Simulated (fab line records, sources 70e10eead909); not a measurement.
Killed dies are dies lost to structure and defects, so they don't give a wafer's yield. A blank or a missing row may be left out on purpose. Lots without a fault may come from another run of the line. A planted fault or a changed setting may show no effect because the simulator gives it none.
Tool commonality check | flow nand_harc | 7 lots, 21 wafers sampled

WHY IT WAS OPENED
At NHARC_END_SORT_01 the reading killed_dies is flagged on 3 of 7 lots. Wafers without a fault read 58, standard deviation 18.
Rule: a lot is flagged when every wafer of it that has a number lies more than 4 standard deviations from that mean, or none has a number. The other lots count as sound.

lot  | measured     | on        | killed_dies, wafer by wafer | flag
L414 | day 27 13:10 | prober-02 | 677 677 677                 | FLAGGED
L415 | day 28 03:56 | prober-01 | 677 677 677                 | FLAGGED
L417 | day 28 22:13 | prober-02 | 677 677 677                 | FLAGGED
L421 | day 29 20:06 | prober-01 | 65 80 71                    |
L424 | day 32 08:54 | prober-01 | 95 96 74                    |
L427 | day 32 18:23 | prober-01 | 71 82 84                    |
L426 | day 33 03:59 | prober-02 | 38 39 41                    |
The numbers of the flagged lots are 677 on average: +619 against the usual, or +34 standard deviations.

WHICH TOOL RAN EACH LOT
The record holds 4 process steps before the reading, out of a route of 1302 steps. In each cell: the tool, then ch and the chambers that the sampled wafers went through, then the start.
lot  | flag    | NHARC_A_SGD_CUT_DESCUM_14          | NHARC_A_SGD_CUT_ETCH_58            | NHARC_A_SGD_CUT_ETCH_16            | NHARC_A_SGD_CUT_STRIP_28
L414 | FLAGGED | rie_diel-11 ch 1,3, day 22 01:52   | rie_diel-11 ch 0,1,3, day 22 01:57 | rie_diel-11 ch 0,1, day 22 02:25   | rie_diel-03 ch 0,1,2, day 22 10:25
L415 | FLAGGED | rie_diel-02 ch 0,1,3, day 22 16:23 | rie_diel-02 ch 0,2,3, day 22 16:29 | rie_diel-02 ch 0,1,2, day 22 16:58 | rie_diel-11 ch 0,1,2, day 28 03:56 or earlier
L417 | FLAGGED | rie_diel-02 ch 2,3, day 23 10:46   | rie_diel-02 ch 0,1, day 23 10:52   | rie_diel-02 ch 0,1,3, day 23 11:20 | rie_diel-11 ch 0,2,3, day 28 22:13 or earlier
L421 |         | rie_diel-11 ch 0,1,3, day 24 23:54 | rie_diel-11 ch 1,3, day 24 23:59   | rie_diel-11 ch 0,2,3, day 25 00:29 | rie_diel-03 ch 1,3, day 29 20:06 or earlier
L424 |         | rie_diel-03 ch 0,1, day 26 18:08   | rie_diel-03 ch 1,2, day 26 18:14   | rie_diel-03 ch 2,3, day 26 18:43   | rie_diel-02 ch 0,1,3, day 32 08:54 or earlier
L427 |         | rie_diel-11 ch 0,1,2, day 27 11:31 | rie_diel-11 ch 1,3, day 27 11:36   | rie_diel-11 ch 0,2,3, day 27 12:07 | rie_diel-11 ch 1,3, day 32 18:23 or earlier
L426 |         | rie_diel-02 ch 0,1,3, day 27 11:19 | rie_diel-02 ch 1,3, day 27 11:23   | rie_diel-02 ch 0,2, day 27 11:53   | rie_diel-02 ch 0,1,3, day 33 03:59 or earlier
What these steps do:
- NHARC_A_SGD_CUT_DESCUM_14: chemistry O2, time 3 s.
- NHARC_A_SGD_CUT_ETCH_58: etches the open film in CF4, target depth 39 nm, time 65 s.
- NHARC_A_SGD_CUT_ETCH_16: etches the open film in C4F8/O2/Ar, target depth 310.5 nm, time 155.2 s.
- NHARC_A_SGD_CUT_STRIP_28: strips in O2, time 20 s.
- NHARC_END_SORT_01

FLAGGED OVER TOTAL, TOOL BY TOOL (the gauges that took the reading come last)
step                      | tool        | lots run | flagged | share of the flagged lots | sound lots run after its first flagged lot
NHARC_A_SGD_CUT_DESCUM_14 | rie_diel-02 | 3        | 2       | some                      | 1 (L426)
NHARC_A_SGD_CUT_DESCUM_14 | rie_diel-03 | 1        | 0       | none                      | -
NHARC_A_SGD_CUT_DESCUM_14 | rie_diel-11 | 3        | 1       | some                      | 2 (L421,L427)
NHARC_A_SGD_CUT_ETCH_58   | rie_diel-02 | 3        | 2       | some                      | 1 (L426)
NHARC_A_SGD_CUT_ETCH_58   | rie_diel-03 | 1        | 0       | none                      | -
NHARC_A_SGD_CUT_ETCH_58   | rie_diel-11 | 3        | 1       | some                      | 2 (L421,L427)
NHARC_A_SGD_CUT_ETCH_16   | rie_diel-02 | 3        | 2       | some                      | 1 (L426)
NHARC_A_SGD_CUT_ETCH_16   | rie_diel-03 | 1        | 0       | none                      | -
NHARC_A_SGD_CUT_ETCH_16   | rie_diel-11 | 3        | 1       | some                      | 2 (L421,L427)
NHARC_A_SGD_CUT_STRIP_28  | rie_diel-02 | 2        | 0       | none                      | -
NHARC_A_SGD_CUT_STRIP_28  | rie_diel-03 | 2        | 1       | some                      | 1 (L421)
NHARC_A_SGD_CUT_STRIP_28  | rie_diel-11 | 3        | 2       | some                      | 1 (L427)
NHARC_END_SORT_01         | prober-01   | 4        | 1       | some                      | 3 (L421,L424,L427)
NHARC_END_SORT_01         | prober-02   | 3        | 2       | some                      | 1 (L426)
NHARC_A_SGD_CUT_STRIP_28 gives no start for some lots, so the hours and the order of its lots are those of NHARC_END_SORT_01.

WHAT THE TABLE ALLOWS
No row of the table ran every flagged lot.

WHAT THE SIMULATOR HAD PUT IN
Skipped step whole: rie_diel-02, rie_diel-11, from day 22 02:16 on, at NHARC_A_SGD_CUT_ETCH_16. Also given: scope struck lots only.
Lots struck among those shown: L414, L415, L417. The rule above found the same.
